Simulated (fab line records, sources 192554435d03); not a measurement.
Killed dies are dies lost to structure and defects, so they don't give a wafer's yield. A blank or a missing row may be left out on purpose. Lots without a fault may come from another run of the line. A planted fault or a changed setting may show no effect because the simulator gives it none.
fab line records | flow n5_finfet
record lots=10 wafers=30 last_day=18
route steps=1938 shown BEOL_M0@736 BEOL_M1@751 BEOL_M4@1111
lots that met no fault: from a run of the same line without faults
start_h: hours from the record's first day to the start of the lot's first wafer shown | wait_h: hours since the lot's step before | " the same as in the row above | L1.1+2: a row that stands for several wafers | - no value, or no start given | * or withheld: withheld | < > ~ a bound
route shown NAME@n: a module of which the file shows steps, and the number in the route of the first | usual: mean/standard deviation of fault-free wafers | same: alike in all rows | chamber/n: place in a boat | sites: the reading at each site | _std_site: their standard deviation | _edge_site: outer sites' mean less inner sites' | radius_mm: how far each site lies from the wafer's centre | mask NAME#n: copy n | behind: the tool/chamber that last shaped the wafer | hold: why the lot was held/for how many hours/how that ended | device: the transistor (n, p or np) that didn't switch | end of line: the same wafers' tests at the end of the route | a step without rows: its recipe alone | killed: dies lost to structure and defects at the first sort, not the wafer's yield | map: a wafer's dies, x killed, . not, _ none there
set.NAME: the setting as run; set.NAME@STEP: as run at that earlier step | model.NAME: the simulator's own value behind a step, which no gauge read
steps of the route over a sample of lots; a table a step, a row a wafer
services: from which hour (start_h, from the record's first day; less than 0 if before it) a tool's chamber was out of use, for how many hours, and why
## steps
# step N5_BEOL_M0_SPUTTER_132
# recipe material=Cu target_thk_a=40 temp_c=-20 chamber_pressure_pa=0.07 power_w=withheld time_s=7.37
# usual throttle_valve_pct=30.2/1
# columns lot.wafer tool chamber start_h wait_h throttle_valve_pct
L309.1 pvd_sputter-03 - 128.91 0.0 32.2
L309.5 " - " " 29.5
L309.6 " - " " 30.2
L310.1 pvd_sputter-01 - 130.59 0.0 31.7
L310.3 " - " " 30.7
L310.5 " - " " 30.0
L312.3 pvd_sputter-03 - 146.22 0.0 32.0
L312.5 " - " " 30.2
L312.6 " - " " 32.0
L313.2 pvd_sputter-02 - 146.26 0.0 29.4
L313.5 " - " " 28.8
L313.6 " - " " 29.3
L315.1 pvd_sputter-01 - 163.65 0.0 31.7
L315.4 " - " " 30.2
L315.6 " - " " 29.9
L314.2 pvd_sputter-03 - 164.20 0.0 32.0
L314.3 " - " " 30.0
L314.6 " - " " 29.3
L323.1 pvd_sputter-03 - 214.76 0.0 30.0
L323.2 " - " " 29.4
L323.5 " - " " 32.0
L324.1 pvd_sputter-02 - 227.41 0.0 29.6
L324.3 " - " " 29.1
L324.4 " - " " 29.3
L327.1 pvd_sputter-03 - 240.30 0.0 29.5
L327.4 " - " " 29.3
L327.5 " - " " 31.8
L330.2 pvd_sputter-02 - 256.79 0.0 29.2
L330.3 " - " " 29.4
L330.6 " - " " 29.6
# step N5_BEOL_M0_CMP_120
# recipe stop_on=SiOC t_overpolish_s=6.9 down_force_psi=1 platen_rpm=50 clearing_platen_down_force_psi=1.5 clearing_platen_rpm=50 post_cmp_clean=cu_alkaline clearing_platen_pad_velocity_m_s=0.99484 pad_velocity_m_s=0.99484
# usual barrier_field_endpoint_s=3.65/0.12 motor_current_A=5.9/0.5 overpolish_run_s=6.900/0.0088 time_to_endpoint_s=63/4.3
# columns lot.wafer tool chamber start_h wait_h barrier_field_endpoint_s motor_current_A overpolish_run_s time_to_endpoint_s
L309.1 cmp-02 1 129.78 0.4 3.67 6.1 6.902 61
L309.5 " 1 " " 3.66 6.0 6.885 60
L309.6 " 2 " " 3.54 6.2 6.913 61
L310.1 cmp-04 2 131.40 0.3 3.68 5.6 6.883 67
L310.3 " 3 " " 3.65 6.8 6.894 64
L310.5 " 0 " " 3.69 6.0 6.904 66
L312.3 cmp-01 1 147.14 0.4 3.80 5.6 6.905 62
L312.5 " 0 " " 3.80 6.3 6.878 62
L312.6 " 1 " " 3.69 5.2 6.899 63
L313.2 cmp-01 0 147.44 0.7 3.71 6.4 6.898 63
L313.5 " 1 " " 3.84 5.3 6.901 62
L313.6 " 2 " " 3.60 5.9 6.899 58
L315.4 cmp-01 1 164.49 0.2 3.55 5.4 6.899 59
L315.1 " 2 " " 3.56 5.7 6.886 55
L315.6 " 1 " " 3.79 5.2 6.907 59
L314.2 cmp-01 3 165.01 0.3 3.61 6.4 6.897 70
L314.3 " 0 " " 3.56 6.0 6.905 59
L314.6 " 1 " " 3.49 5.3 6.896 57
L323.2 cmp-02 2 216.02 0.2 3.44 6.2 6.911 59
L323.1 " 3 " " 3.36 5.7 6.908 56
L323.5 " 1 " " 3.54 6.1 6.912 59
L324.1 cmp-02 3 228.14 0.3 3.50 5.2 6.902 55
L324.4 " 1 " " 3.60 6.1 6.893 57
L324.3 " 2 " " 3.58 6.3 6.908 57
L327.4 cmp-01 1 241.07 0.2 3.66 5.2 6.904 63
L327.1 " 3 " " 3.70 6.7 6.890 71
L327.5 " 1 " " 3.58 5.2 6.905 64
L330.3 cmp-02 1 257.58 0.2 3.72 5.6 6.896 68
L330.2 " 3 " " 3.56 5.3 6.911 63
L330.6 " 1 " " 3.73 5.8 6.900 66
# step N5_BEOL_M0_DEP_125
# recipe material=SiCN target_thk_a=80 temp_c=withheld precursor=3MS/NH3 pressure_torr=3 rf_w=202 time_s=14
# usual showerhead_plenum_p_Torr=3.668/0.014 throttle_valve_pct=9.1/0.77
# columns lot.wafer tool chamber start_h wait_h showerhead_plenum_p_Torr throttle_valve_pct
L309.1 pecvd-03 1 130.32 0.0 3.688 9.9
L309.5 " 0 " " 3.675 8.7
L309.6 " 1 " " 3.682 9.7
L310.1 pecvd-03 0 131.81 0.0 3.675 8.9
L310.3 " 1 " " 3.691 9.7
L310.5 " 0 " " 3.670 8.9
L312.3 pecvd-03 2 147.59 0.0 3.666 8.5
L312.5 " 1 " " 3.685 9.7
L312.6 " 2 " " 3.656 8.6
L313.2 pecvd-03 0 147.82 0.0 3.670 8.7
L313.5 " 0 " " 3.667 8.8
L313.6 " 2 " " 3.661 8.5
L315.1 pecvd-03 0 164.94 0.0 3.676 8.8
L315.4 " 1 " " 3.686 9.6
L315.6 " 0 " " 3.674 8.9
L314.2 pecvd-01 0 165.42 0.0 3.686 9.4
L314.3 " 1 " " 3.668 8.6
L314.6 " 1 " " 3.655 8.7
L323.1 pecvd-03 1 216.48 0.0 3.682 9.6
L323.2 " 2 " " 3.657 9.0
L323.5 " 2 " " 3.650 8.8
L324.1 pecvd-03 0 228.63 0.0 3.680 8.8
L324.3 " 2 " " 3.659 9.0
L324.4 " 0 " " 3.670 8.9
L327.1 pecvd-04 2 241.52 0.0 3.639 8.3
L327.4 " 0 " " 3.675 11.1
L327.5 " 2 " " 3.641 8.5
L330.2 pecvd-04 0 258.03 0.0 3.662 11.1
L330.3 " 2 " " 3.647 8.3
L330.6 " 1 " " 3.662 9.2
# step N5_BEOL_M1_ILD_DEP_00
# recipe material=SiOC target_thk_a=790 temp_c=350 precursor=DEMS/O2 pressure_torr=5 rf_w=500 time_s=15.3
# usual heater_power_w=501/48 showerhead_plenum_p_Torr=5.702/0.015 susceptor_temp_C=350.04/0.21 throttle_valve_pct=12.1/0.65
# columns lot.wafer tool chamber start_h wait_h heater_power_w showerhead_plenum_p_Torr susceptor_temp_C throttle_valve_pct
L309.1 pecvd-01 1 130.45 0.0 551 5.685 349.91 11.6
L309.5 " 2 " " 411 5.691 350.16 11.9
L309.6 " 0 " " 471 5.705 350.04 12.6
L310.1 pecvd-01 1 131.94 0.0 474 5.677 349.99 11.5
L310.3 " 2 " " 499 5.698 350.41 11.7
L310.5 " 0 " " 489 5.715 350.17 12.4
L312.3 pecvd-01 1 147.72 0.0 548 5.682 350.05 11.3
L312.5 " 0 " " 576 5.708 349.85 12.8
L312.6 " 1 " " 557 5.686 349.94 11.1
L313.2 pecvd-01 1 147.95 0.0 560 5.689 348.65 11.3
L313.5 " 0 " " 541 5.723 348.79 12.5
L313.6 " 1 " " 552 5.695 348.53 11.0
L315.1 pecvd-01 0 165.07 0.0 533 5.716 348.30 12.3
L315.4 " 2 " " 495 5.713 348.08 11.8
L315.6 " 1 " " 537 5.707 348.39 11.1
L314.2 pecvd-02 2 165.55 0.0 453 5.713 350.39 12.2
L314.3 " 0 " " 459 5.684 350.06 13.1
L314.6 " 2 " " 463 5.719 349.76 12.0
L323.1 pecvd-02 0 216.63 0.0 509 5.685 349.78 13.2
L323.2 " 2 " " 516 5.713 350.20 12.1
L323.5 " 1 " " 555 5.693 350.26 11.9
L324.1 pecvd-01 0 228.76 0.0 550 5.714 350.00 12.4
L324.3 " 0 " " 545 5.696 349.98 12.6
L324.4 " 1 " " 493 5.685 350.15 11.2
L327.1 pecvd-03 2 241.65 0.0 554 5.679 350.10 11.9
L327.4 " 1 " " 456 5.719 349.84 13.0
L327.5 " 0 " " 411 5.696 350.14 11.6
L330.2 pecvd-01 0 258.16 0.0 568 5.719 350.14 13.0
L330.3 " 1 " " 511 5.688 349.76 11.4
L330.6 " 0 " " 561 5.718 349.69 12.8
# step N5_BEOL_M4_RC_MEAS_101
# usual DIBL_N=36.2/1.6 DIBL_P=36.1/2 IOFF_N=0.16/0.032 IOFF_P=0.22/0.036 ION_N=672/11 ION_P=463/7.5 SS_N=71.4/0.58 SS_P=73.2/0.67 VT_N=250/3.3 VT_P=-250/3.3
# columns lot.wafer tool chamber start_h wait_h DIBL_N[mV/V] DIBL_P[mV/V] IOFF_N[nA/um] IOFF_P[nA/um] ION_N[uA/um] ION_P[uA/um] SS_N[mV/dec] SS_P[mV/dec] VT_N[mV] VT_P[mV]
L309.1 prober-01 0 175.49 0.0 35.8 35.9 0.15 0.24 678 477 71.1 73.3 249 -246
L309.5 " 0 " " 33.8 32.6 0.11 0.19 659 464 70.3 72.6 253 -251
L309.6 " 0 " " 35.6 34.7 0.15 0.22 672 470 71.3 72.8 248 -247
L310.1 prober-02 0 179.65 0.0 35.8 36.9 0.15 0.22 678 470 71.6 73.6 248 -250
L310.3 " 0 " " 35.9 35.7 0.15 0.19 664 457 71.4 72.8 249 -252
L310.5 " 0 " " 38.0 39.7 0.19 0.27 675 469 72.2 74.3 249 -249
L312.3 prober-01 0 197.74 0.3 38.3 35.2 0.17 0.21 679 465 71.6 73.2 248 -249
L312.5 " 0 " " 35.9 32.5 0.13 0.18 662 458 71.3 71.8 248 -251
L312.6 " 0 " " 36.2 33.4 0.13 0.19 671 460 71.5 72.3 251 -250
L313.2 prober-01 0 200.53 0.2 37.3 36.4 0.17 0.23 673 467 71.5 73.2 250 -247
L313.5 " 0 " " 36.5 34.5 0.17 0.20 678 459 71.8 72.7 247 -249
L313.6 " 0 " " 34.3 33.2 0.13 0.18 668 457 70.1 72.1 249 -250
L315.1 prober-02 0 213.45 0.0 34.3 33.8 0.13 0.17 659 452 71.4 72.2 255 -256
L315.4 " 0 " " 33.2 33.0 0.12 0.15 648 440 70.8 72.7 257 -258
L315.6 " 0 " " 35.8 37.2 0.16 0.22 670 458 71.2 73.9 249 -252
L314.2 prober-02 0 217.83 0.2 36.2 36.8 0.15 0.20 654 455 72.1 73.0 252 -251
L314.3 " 0 " " 35.3 34.3 0.12 0.17 665 461 71.8 72.3 255 -253
L314.6 " 0 " " 37.4 39.0 0.18 0.23 671 458 71.7 74.2 248 -250
L323.1 prober-02 0 270.23 0.0 35.3 35.2 0.15 0.20 676 465 71.4 73.8 248 -251
L323.2 " 0 " " 41.1 40.7 0.29 0.29 699 466 73.2 74.8 240 -247
L323.5 " 0 " " 36.6 37.4 0.17 0.23 674 466 71.1 73.8 247 -247
L324.1 prober-02 0 276.46 0.0 34.2 33.8 0.13 0.18 647 455 70.6 72.7 253 -253
L324.3 " 0 " " 33.3 32.6 0.13 0.17 657 459 70.6 72.4 251 -251
L324.4 " 0 " " 36.3 36.6 0.17 0.23 665 457 72.2 73.4 248 -250
L327.1 prober-02 0 317.33 0.0 35.7 34.4 0.15 0.18 675 458 71.3 73.4 250 -255
L327.4 " 0 " " 35.1 34.1 0.15 0.17 665 449 71.9 73.3 252 -251
L327.5 " 0 " " 36.1 35.5 0.16 0.19 679 455 71.9 73.0 249 -251
L330.2 prober-02 0 323.01 0.2 33.9 34.4 0.12 0.17 661 464 70.6 71.7 254 -253
L330.3 " 0 " " 35.4 37.0 0.14 0.20 679 466 70.3 72.9 253 -249
L330.6 " 0 " " 34.7 36.1 0.13 0.19 669 466 70.5 72.2 254 -252
## services
# columns tool chamber start_h hours kind
cmp-02 - 116.34 7.8 repair
pecvd-04 - 116.67 4.2 repair
cmp-04 - 142.39 1.4 repair
cmp-04 - 143.81 4.8 pm
pecvd-01 - 145.77 0.4 repair
pvd_sputter-02 - 157.68 14.3 repair
cmp-02 - 157.69 4.0 pm
pecvd-01 0 165.47 5.0 scheduled_down
cmp-04 - 167.40 3.8 repair
pecvd-01 - 167.41 28.1 pm
cmp-04 - 182.93 1.8 repair
pecvd-04 0 185.10 15.7 repair
cmp-04 - 188.59 1.0 repair
pecvd-02 - 193.63 1.1 repair
cmp-04 - 197.14 0.6 repair
pecvd-03 - 200.41 0.4 repair
pecvd-01 2 202.38 - clean
pvd_sputter-02 - 207.32 1.6 repair
cmp-01 - 209.41 4.0 pm
pecvd-03 0 214.70 6.0 repair
pecvd-02 2 227.03 2.5 repair
pecvd-04 - 229.60 7.4 repair
cmp-02 - 231.37 0.9 repair
cmp-04 - 235.74 4.0 pm
## key
first_sign step=N5_BEOL_M1_ILD_DEP_00 reading=susceptor_temp_C direction=down sigmas=7.6 usual=* struck=*
effect none on later readings
met_at N5_BEOL_M1_ILD_DEP_00
struck_lots L313,L315
not_acting_at N5_BEOL_M0_SPUTTER_132,N5_BEOL_M0_CMP_120,N5_BEOL_M0_DEP_125
onset_between 147.72 147.95
fault kind=process_parameter_drift tool=pecvd-01 chamber=- onset_h=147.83 steps=N5_BEOL_M1_ILD_DEP_00 channel=temp_c offset=* shape=step end_h=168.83 acts_in=* stated=*
